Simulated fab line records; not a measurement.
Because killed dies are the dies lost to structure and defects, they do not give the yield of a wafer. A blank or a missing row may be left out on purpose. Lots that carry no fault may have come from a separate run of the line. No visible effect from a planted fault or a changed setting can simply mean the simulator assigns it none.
Which tool is to blame?	flow n5 finfet	Sampling: 24 lots, 72 wafers, 6 of 1938 route steps

== WHAT EACH GAUGE READ, for each wafer ==
The record holds no reading of a measuring or inspecting step that can be judged against a usual standard deviation.

== WHAT TOOL EACH LOT RAN ON (gives the tool, then ch and the chambers of the sampled wafers, and finally the start) ==
lot	N5_BEOL_M4_ALD_84	N5_BEOL_M4_ANNEAL_93	N5_BEOL_M4_SPUTTER_94	N5_BEOL_M4_CO_CAP_55	N5_BEOL_M5_CURE_79	N5_BEOL_M5_HM_DEP_02
L075	ald metal-03 ch 0,1, day 7 20:07	pvd sputter-02, day 7 22:07	pvd sputter-02, day 7 22:16	cvd co-01 ch 0,2, day 7 23:20	uv cure-02 ch 0, day 8 00:36	pvd sputter-01, day 8 02:09
L074	ald metal-04 ch 1,2, day 7 23:26	pvd sputter-03, day 8 01:25	pvd sputter-03, day 8 01:34	cvd co-01 ch 0,1, day 8 02:46	uv cure-01 ch 1, day 8 04:28	pvd sputter-01, day 8 05:01
L076	ald metal-02 ch 1,2,3, day 8 04:47	pvd sputter-01, day 8 06:45	pvd sputter-01, day 8 06:53	cvd co-02 ch 1,2, day 8 07:58	uv cure-01 ch 2, day 8 09:14	pvd sputter-02, day 8 11:11
L077	ald metal-04 ch 2,3, day 8 12:10	pvd sputter-02, day 8 14:08	pvd sputter-02, day 8 14:16	cvd co-01 ch 0,1,2, day 8 15:41	uv cure-03 ch 0, day 8 16:57	pvd sputter-01, day 8 18:10
L078	ald metal-04 ch 0,1,2, day 8 22:38	pvd sputter-01, day 9 00:37	pvd sputter-01, day 9 00:45	cvd co-02 ch 0,1, day 9 01:50	uv cure-02 ch 1, day 9 03:05	pvd sputter-03, day 9 03:47
L079	ald metal-03 ch 2,3, day 8 22:43	pvd sputter-02, day 9 00:50	pvd sputter-02, day 9 00:58	cvd co-01 ch 0,1,2, day 9 02:19	uv cure-02 ch 1, day 9 03:40	pvd sputter-01, day 9 04:21
L080	ald metal-02 ch 1,2,3, day 10 03:23	pvd sputter-02, day 10 05:13	pvd sputter-02, day 10 05:22	cvd co-02 ch 0,1,2, day 10 07:35	uv cure-03 ch 1, day 10 09:18	pvd sputter-01, day 10 10:06
L081	ald metal-04 ch 0,1, day 10 03:46	pvd sputter-03, day 10 05:58	pvd sputter-03, day 10 06:06	cvd co-01 ch 0,1,2, day 10 08:04	uv cure-02 ch 2, day 10 09:25	pvd sputter-03, day 10 10:06
L082	ald metal-02 ch 1,2,3, day 10 05:47	pvd sputter-01, day 10 07:44	pvd sputter-01, day 10 07:53	cvd co-01 ch 1,2, day 10 08:59	uv cure-03 ch 2, day 10 10:15	pvd sputter-01, day 10 12:45
L084	ald metal-03 ch 0,1,3, day 10 10:07	pvd sputter-01, day 10 12:03	pvd sputter-01, day 10 12:11	cvd co-02 ch 0,2, day 10 13:29	uv cure-03 ch 0, day 10 14:55	pvd sputter-03, day 10 16:19
L085	ald metal-02 ch 1,2, day 10 16:11	pvd sputter-03, day 10 18:25	pvd sputter-03, day 10 18:33	cvd co-01 ch 1,2, day 10 19:47	uv cure-01 ch 2, day 10 21:02	pvd sputter-01, day 10 23:19
L083	ald metal-02 ch 1,2,3, day 10 20:45	pvd sputter-01, day 10 22:44	pvd sputter-01, day 10 22:53	cvd co-01 ch 0,2, day 11 00:10	uv cure-03 ch 1, day 11 01:36	pvd sputter-03, day 11 03:19
L086	ald metal-03 ch 1,2, day 11 03:37	pvd sputter-03, day 11 05:36	pvd sputter-03, day 11 05:44	cvd co-02 ch 1,2, day 11 06:50	uv cure-02 ch 2, day 11 08:16	pvd sputter-01, day 11 09:29
L087	ald metal-03 ch 0,2,3, day 11 09:29	pvd sputter-01, day 11 11:25	pvd sputter-01, day 11 11:34	cvd co-02 ch 0,2, day 11 13:14	uv cure-03 ch 1, day 11 14:29	pvd sputter-02, day 11 17:35
L088	ald metal-02 ch 1,2, day 11 09:36	pvd sputter-03, day 11 13:02	pvd sputter-03, day 11 13:11	cvd co-02 ch 0,1,2, day 11 14:16	uv cure-01 ch 2, day 11 15:41	pvd sputter-01, day 11 17:44
L089	ald metal-02 ch 1,2,3, day 11 14:23	pvd sputter-02, day 11 16:31	pvd sputter-02, day 11 16:39	cvd co-01 ch 0,1,2, day 11 18:06	uv cure-03 ch 2, day 11 19:22	pvd sputter-03, day 11 20:49
L090	ald metal-02 ch 1,3, day 11 18:04	pvd sputter-02, day 11 20:08	pvd sputter-02, day 11 20:16	cvd co-02 ch 0,1, day 12 00:35	uv cure-01 ch 0, day 12 02:21	pvd sputter-01, day 12 02:58
L091	ald metal-03 ch 2,3, day 11 18:14	pvd sputter-01, day 11 20:24	pvd sputter-01, day 11 20:32	cvd co-02 ch 1,2, day 12 00:52	uv cure-02 ch 0, day 12 02:48	pvd sputter-03, day 12 03:27
L092	ald metal-04 ch 0,2, day 12 14:37	pvd sputter-03, day 12 16:29	pvd sputter-03, day 12 16:37	cvd co-02 ch 1,2, day 12 17:42	uv cure-01 ch 0, day 12 19:39	pvd sputter-02, day 12 20:24
L093	ald metal-02 ch 1,2,3, day 12 14:50	pvd sputter-01, day 12 16:54	pvd sputter-01, day 12 17:02	cvd co-02 ch 1,2, day 12 18:29	uv cure-01 ch 0, day 12 20:50	pvd sputter-01, day 12 22:44
L094	ald metal-03 ch 0,2,3, day 12 17:44	pvd sputter-03, day 12 19:39	pvd sputter-03, day 12 19:47	cvd co-02 ch 0,1, day 12 20:53	uv cure-01 ch 2, day 12 22:34	pvd sputter-02, day 12 23:19
L095	ald metal-02 ch 1,2, day 13 16:05	pvd sputter-01, day 13 18:02	pvd sputter-01, day 13 18:10	cvd co-02 ch 0,1, day 13 19:41	uv cure-01 ch 1, day 13 21:26	pvd sputter-03, day 13 22:34
L096	ald metal-04 ch 0,2,3, day 13 23:56	pvd sputter-01, day 14 01:59	pvd sputter-01, day 14 02:07	cvd co-01 ch 0,1,2, day 14 03:13	uv cure-01 ch 2, day 14 05:02	pvd sputter-01, day 14 06:37
L097	ald metal-02 ch 1,2, day 14 00:26	pvd sputter-02, day 14 02:32	pvd sputter-02, day 14 02:40	cvd co-01 ch 0,2, day 14 03:45	uv cure-03 ch 1, day 14 05:43	pvd sputter-03, day 14 08:40
- N5_BEOL_M4_ALD_84: deposits TaN, pulse time 2 s, purge time 3 s, co reactant purge time 2 s.
- N5_BEOL_M4_ANNEAL_93: time 240 s.
- N5_BEOL_M4_SPUTTER_94: material Cu, target thk 4.5 nm, time 8.29 s.
- N5_BEOL_M4_CO_CAP_55: material Co, precursor CCTBA/H2, target thk 2 nm, time 102.1 s.
- N5_BEOL_M5_CURE_79: cures SiCOH lowk, time 240 s.
- N5_BEOL_M5_HM_DEP_02: deposits TiN, target thk 20 nm.

== AS READ BY THE TOOLS THEMSELVES (means over the sampled wafers that have a number; for cases with no such wafer, the mark the record gives instead) ==
N5_BEOL_M4_ALD_84.
lot	tool	heater power w (W)
L075	ald metal-03	378
L074	ald metal-04	397
L076	ald metal-02	405
L077	ald metal-04	378
L078	ald metal-04	436
L079	ald metal-03	443
L080	ald metal-02	408
L081	ald metal-04	451
L082	ald metal-02	404
L084	ald metal-03	409
L085	ald metal-02	433
L083	ald metal-02	404
L086	ald metal-03	420
L087	ald metal-03	417
L088	ald metal-02	438
L089	ald metal-02	404
L090	ald metal-02	396
L091	ald metal-03	440
L092	ald metal-04	469
L093	ald metal-02	406
L094	ald metal-03	420
L095	ald metal-02	419
L096	ald metal-04	418
L097	ald metal-02	429

N5_BEOL_M4_ANNEAL_93.
lot	tool	heater power w (W)
L075	pvd sputter-02	804
L074	pvd sputter-03	837
L076	pvd sputter-01	720
L077	pvd sputter-02	821
L078	pvd sputter-01	769
L079	pvd sputter-02	858
L080	pvd sputter-02	795
L081	pvd sputter-03	842
L082	pvd sputter-01	758
L084	pvd sputter-01	726
L085	pvd sputter-03	830
L083	pvd sputter-01	720
L086	pvd sputter-03	839
L087	pvd sputter-01	763
L088	pvd sputter-03	827
L089	pvd sputter-02	824
L090	pvd sputter-02	813
L091	pvd sputter-01	759
L092	pvd sputter-03	819
L093	pvd sputter-01	732
L094	pvd sputter-03	827
L095	pvd sputter-01	726
L096	pvd sputter-01	727
L097	pvd sputter-02	794

N5_BEOL_M4_SPUTTER_94.
lot	tool	chuck gas flow sccm (sccm)	throttle valve pct (%)
L075	pvd sputter-02	1.26	30.0
L074	pvd sputter-03	1.21	29.6
L076	pvd sputter-01	1.28	29.4
L077	pvd sputter-02	1.30	30.7
L078	pvd sputter-01	1.29	30.4
L079	pvd sputter-02	1.34	30.1
L080	pvd sputter-02	1.27	30.8
L081	pvd sputter-03	1.29	29.9
L082	pvd sputter-01	1.25	29.7
L084	pvd sputter-01	1.25	29.2
L085	pvd sputter-03	1.27	29.8
L083	pvd sputter-01	1.25	29.4
L086	pvd sputter-03	1.27	30.1
L087	pvd sputter-01	1.31	29.7
L088	pvd sputter-03	1.28	29.7
L089	pvd sputter-02	1.25	29.9
L090	pvd sputter-02	1.23	30.8
L091	pvd sputter-01	1.25	29.7
L092	pvd sputter-03	1.28	29.6
L093	pvd sputter-01	1.26	30.4
L094	pvd sputter-03	1.33	30.2
L095	pvd sputter-01	1.27	30.0
L096	pvd sputter-01	1.27	29.5
L097	pvd sputter-02	1.24	31.0

N5_BEOL_M4_CO_CAP_55.
lot	tool	heater power w (W)
L075	cvd co-01	246
L074	cvd co-01	220
L076	cvd co-02	222
L077	cvd co-01	227
L078	cvd co-02	236
L079	cvd co-01	227
L080	cvd co-02	231
L081	cvd co-01	229
L082	cvd co-01	217
L084	cvd co-02	223
L085	cvd co-01	211
L083	cvd co-01	239
L086	cvd co-02	221
L087	cvd co-02	233
L088	cvd co-02	228
L089	cvd co-01	226
L090	cvd co-02	235
L091	cvd co-02	216
L092	cvd co-02	222
L093	cvd co-02	220
L094	cvd co-02	233
L095	cvd co-02	233
L096	cvd co-01	227
L097	cvd co-01	245

N5_BEOL_M5_CURE_79.
lot	tool	lamp power pct (%)	wafer_temp_C_max
L075	uv cure-02	52.32	386.5
L074	uv cure-01	52.28	385.9
L076	uv cure-01	52.25	386.0
L077	uv cure-03	52.27	386.2
L078	uv cure-02	52.32	386.5
L079	uv cure-02	52.30	386.7
L080	uv cure-03	52.31	387.7
L081	uv cure-02	52.31	386.3
L082	uv cure-03	52.38	385.7
L084	uv cure-03	52.25	385.9
L085	uv cure-01	52.25	385.9
L083	uv cure-03	52.32	388.1
L086	uv cure-02	52.30	386.2
L087	uv cure-03	52.30	388.4
L088	uv cure-01	52.30	386.4
L089	uv cure-03	52.34	386.0
L090	uv cure-01	52.35	387.5
L091	uv cure-02	52.29	386.4
L092	uv cure-01	52.31	387.4
L093	uv cure-01	52.32	387.5
L094	uv cure-01	52.24	386.3
L095	uv cure-01	52.29	386.0
L096	uv cure-01	52.31	386.1
L097	uv cure-03	52.29	388.0

N5_BEOL_M5_HM_DEP_02.
lot	tool	throttle valve pct (%)
L075	pvd sputter-01	30.1
L074	pvd sputter-01	28.8
L076	pvd sputter-02	30.4
L077	pvd sputter-01	29.7
L078	pvd sputter-03	29.8
L079	pvd sputter-01	29.9
L080	pvd sputter-01	29.9
L081	pvd sputter-03	29.8
L082	pvd sputter-01	30.0
L084	pvd sputter-03	29.7
L085	pvd sputter-01	29.3
L083	pvd sputter-03	29.9
L086	pvd sputter-01	29.3
L087	pvd sputter-02	30.8
L088	pvd sputter-01	29.4
L089	pvd sputter-03	29.7
L090	pvd sputter-01	29.7
L091	pvd sputter-03	29.4
L092	pvd sputter-02	30.8
L093	pvd sputter-01	30.4
L094	pvd sputter-02	31.1
L095	pvd sputter-03	30.0
L096	pvd sputter-01	29.9
L097	pvd sputter-03	29.7

== THE ANSWER, worked out from the rows above alone ==
Rule: the usual values come from the lots themselves. Put in order of their means at a reading, lots are off if they are a third of the lots or fewer, leave a main group of 4 or more, and stand apart from it by a gap of 3 or more times the standard deviation of the main group's means; of several such gaps the widest counts. If all means in a main group match to the digits the tables above print for the reading, that group is not used. A lot without any number at a reading at which 4 lots or more have one is off too. Where the step has rows for the other lots, those lots are counted as sound. The gauges are gone through in route order, then the tools' own readings, and for those a lot's mean is taken as printed above. The first step at which some lot is off is used, and at that step the reading that is off furthest; a lot without a number counts as furthest.
No lot is off at any reading shown: from this, nothing can be told.

== WHAT THE SIMULATOR PUT IN ==
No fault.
